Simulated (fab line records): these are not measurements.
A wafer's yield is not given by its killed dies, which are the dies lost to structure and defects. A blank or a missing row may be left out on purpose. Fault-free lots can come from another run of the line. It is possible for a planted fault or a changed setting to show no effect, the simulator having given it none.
A lot that was struck, set against a sound lot -- flow nand_harc -- 15 out of 1159 route steps
Sound: wafers L432.3, L432.5, L432.6. Struck: wafer L429.1 (left out: L429.3, L429.5 of the same lot, which were not struck); the cause appears at the end.
Each step with rows lists, per side, the tool, then ch with its chambers, then its first start. Under that, the readings that differ: sound wafers -- struck wafers -- difference of the means -- sigmas: that difference in standard deviations of wafers without a fault.
alike: a reading whose means differ by less than 2 such deviations, as well as words and numbers matching on both sides. not compared: withheld readings; readings where some wafer has no value; bounds like >300 that might hide an equal value; numbers whose values overlap and for which the record gives no deviation.
The two part at a step that has a row with sigmas, a row that says differs or no value, or rows on one side only. Non-overlapping numbers with no deviation appear without sigmas and do not part them. A reading missing from all wafers of one side parts the sides only when that side holds two or more wafers.

first, 7 steps without rows for these wafers: NHARC_P_M0_COAT_33 (time 65 s); NHARC_P_M0_COAT_03 (resist thk 90 nm); NHARC_P_M0_SOFTBAKE_04 (time 55 s); NHARC_P_M0_EBR_05; NHARC_P_M0_EXPOSE_06 (exposes mask P M0, target cd 90 nm); NHARC_P_M0_PEB_07 (peb time 65 s); NHARC_P_M0_DEVELOP_08 (develop time 35 s).
NHARC_P_M0_CD_MEAS_09: target cd 90 nm.
  sound on cd_sem-02 ch 0, day 9 21:12; struck on cd_sem-02 ch 0, day 8 01:11
  alike: cd_nm
NHARC_P_M0_OVL_MEAS_10: pitch 180 nm.
  sound: overlay-01 at day 9 21:17; struck: overlay-02 at day 8 01:16
  alike: overlay_x_nm, overlay_y_nm
NHARC_P_M0_INSPECT_11:
  sound: defect_inspect-02 at day 9 21:19; struck: defect_inspect-02 at day 8 01:19
  alike: raw_defect_count
NHARC_P_M0_DESCUM_14: chemistry O2, time 3 s.
  sound on rie_diel-04 ch 0,3, day 9 21:23; struck on rie_diel-08 ch 0, day 8 01:22
reading,sound,struck,difference,sigmas
drypump_motor_current_A (A),5.3 5.3 5.2,6.3,+1.0,+2
rf_vpp_V (V),57.4 57.6 59.5,56.1,-2.1,-2
  alike: oes_product_au, showerhead_plenum_p_Torr, throttle_valve_pct
  not compared: rf_hours_counter_h
NHARC_P_M0_ETCH_34: etches the open film in N2/H2, target depth 40 nm, overetch 12 nm, time 43.94 s.
  sound on rie_diel-04 ch 1,2,3, day 9 21:29; struck on rie_diel-08 ch 3, day 8 01:28
reading,sound,struck,difference,sigmas
throttle_valve_pct (%),14.169 14.176 14.184,14.157,-0.019,-2
  alike: drypump_motor_current_A, oes_product_au, rf_vpp_V, run_length_s, showerhead_plenum_p_Torr
  not compared: rf_hours_counter_h
NHARC_P_M0_ETCH_15: etches the open film in C4F8/Ar, target depth 150 nm, overetch 15 nm, time 82.5 s.
  sound on rie_diel-04 ch 0,1,2, day 9 21:35; struck on rie_diel-08 ch 2, day 8 01:33
reading,sound,struck,difference,sigmas
run_length_s (s),103.4 103.9 103.2,93.0,-10.5,-27
  alike: oes_product_au, rf_vpp_V
  not compared: rf_hours_counter_h
NHARC_P_M0_CD_MEAS_16:
  sound: cd_sem-03 at day 9 21:41; struck: cd_sem-02 at day 8 01:41
  alike: cd_nm
-- the record jumps here: 14 days lie between the struck wafers' starts before and after (it left off in module P_M0 and takes up again in module END, whose first step shown is number 1159 of the route) --
NHARC_END_SORT_01:
  sound on prober-01 ch 0, day 23 22:01; struck on prober-01 ch 0, day 22 08:55
reading,sound,struck,difference,sigmas
hold,- - -,await_dispo/2.5h/release,no value on the sound wafers,
defect_limited_yield (%),92.8 95.9 94.5,0.1,-94.3,-55
killed_at_periphery,4 2 2,656,+653,+99 or more
killed_dies,49 28 37,676,+638,+53
sort_bin_2_pct (%),1.5 1.3 2.4,97.2,+95.5,+99 or more
sort_n_pass,628 649 640,1,-638,-53
sort_rim_yield_pct (%),95 93 89,0,-92,-30
sort_yield_pct (%),92.8 95.9 94.5,0.1,-94.3,-55
  alike: killed_at_array, killed_at_other, killed_open, killed_short, sort_bin_3_pct, sort_bin_4_pct

== WHERE THEY PART ==
At NHARC_P_M0_DESCUM_14 first; at NHARC_END_SORT_01 last (within this record only).

WHY: whatever the simulator had introduced
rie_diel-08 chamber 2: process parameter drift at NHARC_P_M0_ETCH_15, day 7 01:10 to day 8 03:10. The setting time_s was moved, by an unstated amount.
